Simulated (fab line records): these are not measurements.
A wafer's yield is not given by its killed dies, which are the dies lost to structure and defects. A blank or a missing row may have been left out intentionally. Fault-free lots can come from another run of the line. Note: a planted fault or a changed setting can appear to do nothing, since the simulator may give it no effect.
2 desks looking at one fault || flow n5 finfet || numbers are kept per desk, each desk with only its own; the story behind them comes last

## AT THE METROLOGY DESK
What the gauges read, lot by lot, whatever tool the lot ran on: means of the sampled wafers that have a number. Any lot whose mean is over 4 standard deviations away from the usual mean is out of limits and marked OUT; that distance is given in the brackets. 7 of its 10 readings are shown, namely those furthest out on some lot.
Columns: A = DIBL_N at N5_BEOL_M4_RC_MEAS_101, usual 35.1 mV/V; B = IOFF_N at N5_BEOL_M4_RC_MEAS_101, usual 0.143 nA/um; C = ION_N at N5_BEOL_M4_RC_MEAS_101, usual 671 uA/um; D = ION_P at N5_BEOL_M4_RC_MEAS_101, usual 463 uA/um; E = SS_N at N5_BEOL_M4_RC_MEAS_101, usual 71.2 mV/dec; F = VT_N at N5_BEOL_M4_RC_MEAS_101, usual 251 mV; G = VT_P at N5_BEOL_M4_RC_MEAS_101, usual -250 mV
{"lot": "L143", "first seen here": "day 8 18:53", "A": 36.6, "B": 0.180, "C": 691, "D": 473, "E": 71.2, "F": 247, "G": -244}
{"lot": "L152", "first seen here": "day 11 08:21", "A": 35.5, "B": 0.152, "C": 674, "D": 464, "E": 71.5, "F": 250, "G": -252}
{"lot": "L157", "first seen here": "day 12 16:37", "A": 37.2, "B": 0.175, "C": 672, "D": 463, "E": 72.0, "F": 249, "G": -248}
{"lot": "L162", "first seen here": "day 14 06:02", "A": 35.3, "B": 0.132, "C": 659, "D": 463, "E": 71.4, "F": 253, "G": -248}
This desk's verdict: no lot among the 4 shows anything out of limits.

## AT THE TOOL OWNER'S DESK: rie diel-04
The tool's own readings at N5_BEOL_M4_ETCH_64 (etches SOC in N2/H2, target depth 75 nm, overetch 22.5 nm, time 121.9 s): means of the sampled wafers that have a number, for each lot that ran on this tool. Any lot whose mean is over 4 standard deviations away from the usual mean is out of limits and marked OUT; that distance is given in the brackets.
Columns: A = bias w at N5_BEOL_M4_ETCH_64, usual 150.1 W; B = drypump motor current A at N5_BEOL_M4_ETCH_64, usual 5.69 A; C = oes product au at N5_BEOL_M4_ETCH_64, usual 0.63 a.u.; D = rf vpp V at N5_BEOL_M4_ETCH_64, usual 524.8 V; E = showerhead plenum p Torr at N5_BEOL_M4_ETCH_64, usual 2.58 Torr; F = throttle valve pct at N5_BEOL_M4_ETCH_64, usual 17.7 %
{"lot": "L143", "first seen here": "day 8 03:47", "A": 150.0, "B": 5.65, "C": 0.59, "D": 524.4, "E": 2.54, "F": 17.8}
{"lot": "L152", "first seen here": "day 10 17:52", "A": 150.3, "B": 5.63, "C": 0.54, "D": 523.5, "E": 2.54, "F": 18.0}
{"lot": "L157", "first seen here": "day 11 17:20", "A": 150.0, "B": 5.84, "C": 0.66, "D": 525.1, "E": 2.60, "F": 17.6}
This desk's verdict: no lot among the 3 shows anything out of limits.

## ALL TOGETHER
Nothing out of limits was seen by the metrology desk.
The desk of the tool owner found nothing out of limits.

## WHAT WAS PUT IN BY THE SIMULATOR
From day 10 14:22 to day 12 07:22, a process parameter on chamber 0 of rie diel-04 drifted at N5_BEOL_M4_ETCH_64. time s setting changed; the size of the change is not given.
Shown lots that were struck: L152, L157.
